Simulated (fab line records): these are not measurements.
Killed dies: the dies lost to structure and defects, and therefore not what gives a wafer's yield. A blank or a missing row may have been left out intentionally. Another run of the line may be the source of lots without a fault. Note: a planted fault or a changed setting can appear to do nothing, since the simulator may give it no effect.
Which tool was responsible? :: flow nand_harc :: 14 lots, 38 wafers sampled, at 5 steps of a route of 1302

## WHAT THE GAUGES READ, wafer by wafer
NHARC_END_SORT_01. Usual: killed_at_array 51, standard deviation 17; killed_at_other 1.0, standard deviation 1.2; killed_at_periphery 3.4, standard deviation 2.5; killed_dies 56, standard deviation 17; killed_open 3.3, standard deviation 2.1; killed_short 2.6, standard deviation 1.6.
lot: L108
measured: day 24 16:59
on: prober-02
killed_at_array: 33 22 24
killed_at_other: 0 2 0
killed_at_periphery: 1 1 1
killed_dies: 34 25 25
killed_open: 3 2 5
killed_short: 3 4 2
flag: 

lot: L110
measured: day 25 22:52
on: prober-01
killed_at_array: 43 41 44
killed_at_other: 0 4 1
killed_at_periphery: 6 4 3
killed_dies: 49 49 48
killed_open: 5 4 1
killed_short: 1 1 2
flag: 

lot: L111
measured: day 25 15:00
on: prober-01
killed_at_array: 43 45 62
killed_at_other: 0 0 0
killed_at_periphery: 2 4 2
killed_dies: 45 49 64
killed_open: 5 6 6
killed_short: 4 1 2
flag: 

lot: L113
measured: day 25 17:23
on: prober-02
killed_at_array: 45 39 23
killed_at_other: 0 0 2
killed_at_periphery: 10 6 7
killed_dies: 55 45 32
killed_open: 5 2 4
killed_short: 6 2 0
flag: 

lot: L114
measured: day 27 01:46
on: prober-01
killed_at_array: 33 35 33
killed_at_other: 0 0 0
killed_at_periphery: 1 4 3
killed_dies: 34 39 36
killed_open: 4 3 2
killed_short: 1 4 3
flag: 

lot: L116
measured: day 27 09:57
on: prober-01
killed_at_array: 75 56 82
killed_at_other: 1 0 2
killed_at_periphery: 3 5 4
killed_dies: 79 61 88
killed_open: 3 5 3
killed_short: 2 2 5
flag: 

lot: L118
measured: day 30 02:19
on: prober-01
killed_at_array: 28
killed_at_other: 0
killed_at_periphery: 105
killed_dies: 133
killed_open: 2
killed_short: 2
flag: OFF

lot: L119
measured: day 29 09:49
on: prober-02
killed_at_array: 20
killed_at_other: 4
killed_at_periphery: 97
killed_dies: 121
killed_open: 1
killed_short: 3
flag: OFF

lot: L125
measured: day 31 17:35
on: prober-02
killed_at_array: 70 74 56
killed_at_other: 2 1 2
killed_at_periphery: 2 0 3
killed_dies: 74 75 61
killed_open: 2 1 6
killed_short: 2 3 1
flag: 

lot: L127
measured: day 32 18:13
on: prober-01
killed_at_array: 52 24 48
killed_at_other: 1 1 0
killed_at_periphery: 1 4 4
killed_dies: 54 29 52
killed_open: 3 2 2
killed_short: 2 1 1
flag: 

lot: L128
measured: day 33 02:01
on: prober-01
killed_at_array: 40 31 39
killed_at_other: 2 1 0
killed_at_periphery: 4 4 2
killed_dies: 46 36 41
killed_open: 4 1 0
killed_short: 1 3 2
flag: 

lot: L129
measured: day 33 11:23
on: prober-01
killed_at_array: 61 56 54
killed_at_other: 3 2 3
killed_at_periphery: 3 3 3
killed_dies: 67 61 60
killed_open: 4 5 3
killed_short: 3 1 0
flag: 

lot: L130
measured: day 33 05:05
on: prober-02
killed_at_array: 35 34 42
killed_at_other: 0 1 0
killed_at_periphery: 2 5 3
killed_dies: 37 40 45
killed_open: 7 6 2
killed_short: 4 3 4
flag: 

lot: L131
measured: day 34 19:15
on: prober-01
killed_at_array: 76 74 60
killed_at_other: 1 0 1
killed_at_periphery: 5 5 3
killed_dies: 82 79 64
killed_open: 5 1 3
killed_short: 2 3 3
flag: 

## WHAT TOOL EACH LOT RAN ON (gives the tool, then ch and the chambers of the sampled wafers, and finally the start)
lot: L108
NHARC_P_CONTACT_DEP_00: pecvd-02 ch 0,1, day 5 21:38 or earlier
NHARC_P_CONTACT_ETCH_35: rie_diel-08 ch 1,2, day 5 21:38
NHARC_P_CONTACT_ALD_22: ald_metal-02 ch 0,2,3, day 5 23:24
NHARC_P_CONTACT_CVD_23: cvd_w-01 ch 0,1, day 24 16:59 or earlier

lot: L110
NHARC_P_CONTACT_DEP_00: pecvd-03 ch 1,2, day 6 18:41 or earlier
NHARC_P_CONTACT_ETCH_35: rie_diel-08 ch 0,2,3, day 6 18:41
NHARC_P_CONTACT_ALD_22: ald_metal-03 ch 1,2,3, day 6 20:25
NHARC_P_CONTACT_CVD_23: cvd_w-01 ch 0,1, day 25 22:52 or earlier

lot: L111
NHARC_P_CONTACT_DEP_00: pecvd-03 ch 1,2, day 7 06:11 or earlier
NHARC_P_CONTACT_ETCH_35: rie_diel-11 ch 0,1,3, day 7 06:11
NHARC_P_CONTACT_ALD_22: ald_metal-03 ch 1,2, day 7 07:55
NHARC_P_CONTACT_CVD_23: cvd_w-01 ch 1, day 25 15:00 or earlier

lot: L113
NHARC_P_CONTACT_DEP_00: pecvd-03 ch 0,1,2, day 7 21:33 or earlier
NHARC_P_CONTACT_ETCH_35: rie_diel-11 ch 0,1, day 7 21:33
NHARC_P_CONTACT_ALD_22: ald_metal-01 ch 0,1, day 7 23:19
NHARC_P_CONTACT_CVD_23: cvd_w-01 ch 0,1, day 25 17:23 or earlier

lot: L114
NHARC_P_CONTACT_DEP_00: pecvd-01 ch 0,2, day 8 12:40 or earlier
NHARC_P_CONTACT_ETCH_35: rie_diel-08 ch 0,3, day 8 12:40
NHARC_P_CONTACT_ALD_22: ald_metal-01 ch 2,3, day 8 14:24
NHARC_P_CONTACT_CVD_23: cvd_w-02 ch 0,1, day 27 01:46 or earlier

lot: L116
NHARC_P_CONTACT_DEP_00: pecvd-01 ch 1,2, day 9 07:41 or earlier
NHARC_P_CONTACT_ETCH_35: rie_diel-06 ch 0,2,3, day 9 07:41
NHARC_P_CONTACT_ALD_22: ald_metal-02 ch 0,1,2, day 9 09:26
NHARC_P_CONTACT_CVD_23: cvd_w-02 ch 0,1, day 27 09:57 or earlier

lot: L118
NHARC_P_CONTACT_DEP_00: pecvd-01 ch 1, day 10 04:11 or earlier
NHARC_P_CONTACT_ETCH_35: rie_diel-06 ch 1, day 10 04:11
NHARC_P_CONTACT_ALD_22: ald_metal-02 ch 3, day 10 05:58
NHARC_P_CONTACT_CVD_23: cvd_w-02 ch 0, day 30 02:19 or earlier

lot: L119
NHARC_P_CONTACT_DEP_00: pecvd-01 ch 2, day 10 08:55 or earlier
NHARC_P_CONTACT_ETCH_35: rie_diel-06 ch 1, day 10 08:55
NHARC_P_CONTACT_ALD_22: ald_metal-03 ch 0, day 10 10:46
NHARC_P_CONTACT_CVD_23: cvd_w-01 ch 0, day 29 09:49 or earlier

lot: L125
NHARC_P_CONTACT_DEP_00: pecvd-03 ch 0,1, day 13 03:34 or earlier
NHARC_P_CONTACT_ETCH_35: rie_diel-08 ch 0,1, day 13 03:34
NHARC_P_CONTACT_ALD_22: ald_metal-02 ch 1,2, day 13 05:19
NHARC_P_CONTACT_CVD_23: cvd_w-02 ch 0,1, day 31 17:35 or earlier

lot: L127
NHARC_P_CONTACT_DEP_00: pecvd-01 ch 0,1, day 13 18:35 or earlier
NHARC_P_CONTACT_ETCH_35: rie_diel-06 ch 2,3, day 13 18:35
NHARC_P_CONTACT_ALD_22: ald_metal-01 ch 0,2,3, day 13 20:21
NHARC_P_CONTACT_CVD_23: cvd_w-01 ch 0, day 32 18:13 or earlier

lot: L128
NHARC_P_CONTACT_DEP_00: pecvd-02 ch 1,2, day 14 11:03 or earlier
NHARC_P_CONTACT_ETCH_35: rie_diel-08 ch 0,3, day 14 11:03
NHARC_P_CONTACT_ALD_22: ald_metal-03 ch 1,2,3, day 14 12:56
NHARC_P_CONTACT_CVD_23: cvd_w-02 ch 0,1, day 33 02:01 or earlier

lot: L129
NHARC_P_CONTACT_DEP_00: pecvd-03 ch 0,1,2, day 14 13:58 or earlier
NHARC_P_CONTACT_ETCH_35: rie_diel-06 ch 2,3, day 14 13:58
NHARC_P_CONTACT_ALD_22: ald_metal-03 ch 0,3, day 14 15:42
NHARC_P_CONTACT_CVD_23: cvd_w-02 ch 0,1, day 33 11:23 or earlier

lot: L130
NHARC_P_CONTACT_DEP_00: pecvd-03 ch 0,1,2, day 15 00:27 or earlier
NHARC_P_CONTACT_ETCH_35: rie_diel-08 ch 0,2, day 15 00:27
NHARC_P_CONTACT_ALD_22: ald_metal-01 ch 0,2,3, day 15 02:14
NHARC_P_CONTACT_CVD_23: cvd_w-01 ch 0,1, day 33 05:05 or earlier

lot: L131
NHARC_P_CONTACT_DEP_00: pecvd-02 ch 1,2, day 15 12:59 or earlier
NHARC_P_CONTACT_ETCH_35: rie_diel-06 ch 2,3, day 15 12:59
NHARC_P_CONTACT_ALD_22: ald_metal-02 ch 2,3, day 15 14:44
NHARC_P_CONTACT_CVD_23: cvd_w-02 ch 0,1, day 34 19:15 or earlier
- NHARC_P_CONTACT_DEP_00: deposits SiO2, target thk 500 nm.
- NHARC_P_CONTACT_ETCH_35: etches the open film in CF4, target depth 39 nm, time 65 s.
- NHARC_P_CONTACT_ALD_22: deposits TiN, target thk 3 nm, pulse time 1 s, ald cycles 150.
- NHARC_P_CONTACT_CVD_23: deposits W, target thk 200 nm, time 557 s.

## AS READ BY THE TOOLS THEMSELVES (means over the sampled wafers that have a number; for cases with no such wafer, the mark the record gives instead)
NHARC_P_CONTACT_DEP_00. Usual: heater_power_w 533 W, standard deviation 100; throttle_valve_pct 15.8 %, standard deviation 0.45.
lot: L108
tool: pecvd-02
heater_power_w (W): 562
throttle_valve_pct (%): 15.2
flag: 

lot: L110
tool: pecvd-03
heater_power_w (W): 481
throttle_valve_pct (%): 15.9
flag: 

lot: L111
tool: pecvd-03
heater_power_w (W): 592
throttle_valve_pct (%): 16.0
flag: 

lot: L113
tool: pecvd-03
heater_power_w (W): 506
throttle_valve_pct (%): 16.0
flag: 

lot: L114
tool: pecvd-01
heater_power_w (W): 632
throttle_valve_pct (%): 15.7
flag: 

lot: L116
tool: pecvd-01
heater_power_w (W): 458
throttle_valve_pct (%): 15.7
flag: 

lot: L118
tool: pecvd-01
heater_power_w (W): 409
throttle_valve_pct (%): 15.7
flag: 

lot: L119
tool: pecvd-01
heater_power_w (W): 590
throttle_valve_pct (%): 15.3
flag: 

lot: L125
tool: pecvd-03
heater_power_w (W): 455
throttle_valve_pct (%): 15.9
flag: 

lot: L127
tool: pecvd-01
heater_power_w (W): 477
throttle_valve_pct (%): 16.0
flag: 

lot: L128
tool: pecvd-02
heater_power_w (W): 498
throttle_valve_pct (%): 15.9
flag: 

lot: L129
tool: pecvd-03
heater_power_w (W): 532
throttle_valve_pct (%): 16.0
flag: 

lot: L130
tool: pecvd-03
heater_power_w (W): 474
throttle_valve_pct (%): 16.2
flag: 

lot: L131
tool: pecvd-02
heater_power_w (W): 562
throttle_valve_pct (%): 16.2
flag: 

NHARC_P_CONTACT_ETCH_35. Usual: cf4_flow_sccm 150.0 sccm, standard deviation 0.44; drypump_motor_current_A 5.6 A, standard deviation 0.47; oes_product_au 0.999 a.u., standard deviation 0.01; rf_vpp_V 151.0 V, standard deviation 1; showerhead_plenum_p_Torr 1.75 Torr, standard deviation 0.054; throttle_valve_pct 13.283 %, standard deviation 0.0086.
lot: L108
tool: rie_diel-08
cf4_flow_sccm (sccm): 149.9
drypump_motor_current_A (A): 5.3
oes_product_au (a.u.): 1.010
rf_vpp_V (V): 149.9
showerhead_plenum_p_Torr (Torr): 1.71
throttle_valve_pct (%): 13.280
flag: 

lot: L110
tool: rie_diel-08
cf4_flow_sccm (sccm): 149.9
drypump_motor_current_A (A): 5.7
oes_product_au (a.u.): 0.990
rf_vpp_V (V): 151.2
showerhead_plenum_p_Torr (Torr): 1.76
throttle_valve_pct (%): 13.292
flag: 

lot: L111
tool: rie_diel-11
cf4_flow_sccm (sccm): 150.0
drypump_motor_current_A (A): 6.0
oes_product_au (a.u.): 1.002
rf_vpp_V (V): 151.4
showerhead_plenum_p_Torr (Torr): 1.76
throttle_valve_pct (%): 13.281
flag: 

lot: L113
tool: rie_diel-11
cf4_flow_sccm (sccm): 149.8
drypump_motor_current_A (A): 5.8
oes_product_au (a.u.): 1.017
rf_vpp_V (V): 152.3
showerhead_plenum_p_Torr (Torr): 1.76
throttle_valve_pct (%): 13.278
flag: 

lot: L114
tool: rie_diel-08
cf4_flow_sccm (sccm): 149.9
drypump_motor_current_A (A): 6.0
oes_product_au (a.u.): 0.995
rf_vpp_V (V): 151.4
showerhead_plenum_p_Torr (Torr): 1.80
throttle_valve_pct (%): 13.280
flag: 

lot: L116
tool: rie_diel-06
cf4_flow_sccm (sccm): 150.2
drypump_motor_current_A (A): 5.4
oes_product_au (a.u.): 0.995
rf_vpp_V (V): 150.8
showerhead_plenum_p_Torr (Torr): 1.72
throttle_valve_pct (%): 13.280
flag: 

lot: L118
tool: rie_diel-06
cf4_flow_sccm (sccm): 150.3
drypump_motor_current_A (A): 5.7
oes_product_au (a.u.): 0.997
rf_vpp_V (V): 149.5
showerhead_plenum_p_Torr (Torr): 1.69
throttle_valve_pct (%): 13.273
flag: 

lot: L119
tool: rie_diel-06
cf4_flow_sccm (sccm): 150.2
drypump_motor_current_A (A): 5.8
oes_product_au (a.u.): 0.999
rf_vpp_V (V): 150.4
showerhead_plenum_p_Torr (Torr): 1.69
throttle_valve_pct (%): 13.277
flag: 

lot: L125
tool: rie_diel-08
cf4_flow_sccm (sccm): 149.7
drypump_motor_current_A (A): 5.7
oes_product_au (a.u.): 1.000
rf_vpp_V (V): 151.6
showerhead_plenum_p_Torr (Torr): 1.79
throttle_valve_pct (%): 13.291
flag: 

lot: L127
tool: rie_diel-06
cf4_flow_sccm (sccm): 149.9
drypump_motor_current_A (A): 5.9
oes_product_au (a.u.): 0.990
rf_vpp_V (V): 150.2
showerhead_plenum_p_Torr (Torr): 1.73
throttle_valve_pct (%): 13.281
flag: 

lot: L128
tool: rie_diel-08
cf4_flow_sccm (sccm): 149.8
drypump_motor_current_A (A): 6.0
oes_product_au (a.u.): 1.001
rf_vpp_V (V): 151.7
showerhead_plenum_p_Torr (Torr): 1.80
throttle_valve_pct (%): 13.288
flag: 

lot: L129
tool: rie_diel-06
cf4_flow_sccm (sccm): 149.9
drypump_motor_current_A (A): 5.9
oes_product_au (a.u.): 1.003
rf_vpp_V (V): 150.5
showerhead_plenum_p_Torr (Torr): 1.73
throttle_valve_pct (%): 13.288
flag: 

lot: L130
tool: rie_diel-08
cf4_flow_sccm (sccm): 150.3
drypump_motor_current_A (A): 5.5
oes_product_au (a.u.): 1.002
rf_vpp_V (V): 151.6
showerhead_plenum_p_Torr (Torr): 1.78
throttle_valve_pct (%): 13.273
flag: 

lot: L131
tool: rie_diel-06
cf4_flow_sccm (sccm): 149.6
drypump_motor_current_A (A): 5.9
oes_product_au (a.u.): 1.005
rf_vpp_V (V): 151.0
showerhead_plenum_p_Torr (Torr): 1.73
throttle_valve_pct (%): 13.277
flag: 

NHARC_P_CONTACT_ALD_22. Usual: heater_power_w 1056 W, standard deviation 94; precursor_pulse_height_rel 1.000, standard deviation 0.019.
lot: L108
tool: ald_metal-02
heater_power_w (W): 1165
precursor_pulse_height_rel: 1.004
flag: 

lot: L110
tool: ald_metal-03
heater_power_w (W): 1012
precursor_pulse_height_rel: 0.982
flag: 

lot: L111
tool: ald_metal-03
heater_power_w (W): 1009
precursor_pulse_height_rel: 1.014
flag: 

lot: L113
tool: ald_metal-01
heater_power_w (W): 1067
precursor_pulse_height_rel: 0.974
flag: 

lot: L114
tool: ald_metal-01
heater_power_w (W): 1039
precursor_pulse_height_rel: 1.020
flag: 

lot: L116
tool: ald_metal-02
heater_power_w (W): 1121
precursor_pulse_height_rel: 1.011
flag: 

lot: L118
tool: ald_metal-02
heater_power_w (W): 1195
precursor_pulse_height_rel: 1.026
flag: 

lot: L119
tool: ald_metal-03
heater_power_w (W): 880
precursor_pulse_height_rel: 0.996
flag: 

lot: L125
tool: ald_metal-02
heater_power_w (W): 1094
precursor_pulse_height_rel: 1.015
flag: 

lot: L127
tool: ald_metal-01
heater_power_w (W): 1049
precursor_pulse_height_rel: 0.988
flag: 

lot: L128
tool: ald_metal-03
heater_power_w (W): 1034
precursor_pulse_height_rel: 1.005
flag: 

lot: L129
tool: ald_metal-03
heater_power_w (W): 981
precursor_pulse_height_rel: 0.996
flag: 

lot: L130
tool: ald_metal-01
heater_power_w (W): 1059
precursor_pulse_height_rel: 1.012
flag: 

lot: L131
tool: ald_metal-02
heater_power_w (W): 1148
precursor_pulse_height_rel: 1.002
flag: 

NHARC_P_CONTACT_CVD_23. Usual: heater_power_w 509 W, standard deviation 44; mfc_h2_sccm 1601 sccm, standard deviation 4.7; throttle_valve_pct 7.86 %, standard deviation 0.24.
lot: L108
tool: cvd_w-01
heater_power_w (W): 508
mfc_h2_sccm (sccm): 1601
throttle_valve_pct (%): 7.82
flag: 

lot: L110
tool: cvd_w-01
heater_power_w (W): 503
mfc_h2_sccm (sccm): 1603
throttle_valve_pct (%): 7.85
flag: 

lot: L111
tool: cvd_w-01
heater_power_w (W): 479
mfc_h2_sccm (sccm): 1598
throttle_valve_pct (%): 8.11
flag: 

lot: L113
tool: cvd_w-01
heater_power_w (W): 507
mfc_h2_sccm (sccm): 1602
throttle_valve_pct (%): 7.85
flag: 

lot: L114
tool: cvd_w-02
heater_power_w (W): 519
mfc_h2_sccm (sccm): 1600
throttle_valve_pct (%): 7.81
flag: 

lot: L116
tool: cvd_w-02
heater_power_w (W): 513
mfc_h2_sccm (sccm): 1596
throttle_valve_pct (%): 7.89
flag: 

lot: L118
tool: cvd_w-02
heater_power_w (W): 499
mfc_h2_sccm (sccm): 1604
throttle_valve_pct (%): 8.01
flag: 

lot: L119
tool: cvd_w-01
heater_power_w (W): 538
mfc_h2_sccm (sccm): 1609
throttle_valve_pct (%): 7.49
flag: 

lot: L125
tool: cvd_w-02
heater_power_w (W): 488
mfc_h2_sccm (sccm): 1604
throttle_valve_pct (%): 7.76
flag: 

lot: L127
tool: cvd_w-01
heater_power_w (W): 550
mfc_h2_sccm (sccm): 1607
throttle_valve_pct (%): 7.54
flag: 

lot: L128
tool: cvd_w-02
heater_power_w (W): 527
mfc_h2_sccm (sccm): 1599
throttle_valve_pct (%): 7.78
flag: 

lot: L129
tool: cvd_w-02
heater_power_w (W): 491
mfc_h2_sccm (sccm): 1605
throttle_valve_pct (%): 8.01
flag: 

lot: L130
tool: cvd_w-01
heater_power_w (W): 518
mfc_h2_sccm (sccm): 1599
throttle_valve_pct (%): 7.79
flag: 

lot: L131
tool: cvd_w-02
heater_power_w (W): 525
mfc_h2_sccm (sccm): 1602
throttle_valve_pct (%): 7.73
flag: 

## THE ANSWER, worked out from the rows above alone
Rule: a lot is off if the mean of its wafers that have a number lies more than 3 standard deviations from the usual mean. A lot without any number at a reading at which 4 lots or more have one is off too. Any other lot the step has rows for is counted as sound. Order of review: gauges by route order, followed by the tools' own readings, for which a lot's mean as printed above is used. The first step at which some lot is off is used, and at that step the reading that is off furthest; a lot without a number counts as furthest.
Off at NHARC_END_SORT_01 (killed_at_periphery): L118, L119.
If a tool, at a process step before that reading, ran all the lots that are off and no sound lot after the first of them, it fits. Gauges at NHARC_END_SORT_01: tried the same way as those tools. NHARC_P_CONTACT_DEP_00 gives no start for some lots, so the hours and the order of its lots are those of NHARC_P_CONTACT_ETCH_35. NHARC_P_CONTACT_CVD_23 gives no start for some lots, so the hours and the order of its lots are those of NHARC_END_SORT_01. Not one of the candidates tried fits.

## WHAT THE SIMULATOR HAD INSERTED
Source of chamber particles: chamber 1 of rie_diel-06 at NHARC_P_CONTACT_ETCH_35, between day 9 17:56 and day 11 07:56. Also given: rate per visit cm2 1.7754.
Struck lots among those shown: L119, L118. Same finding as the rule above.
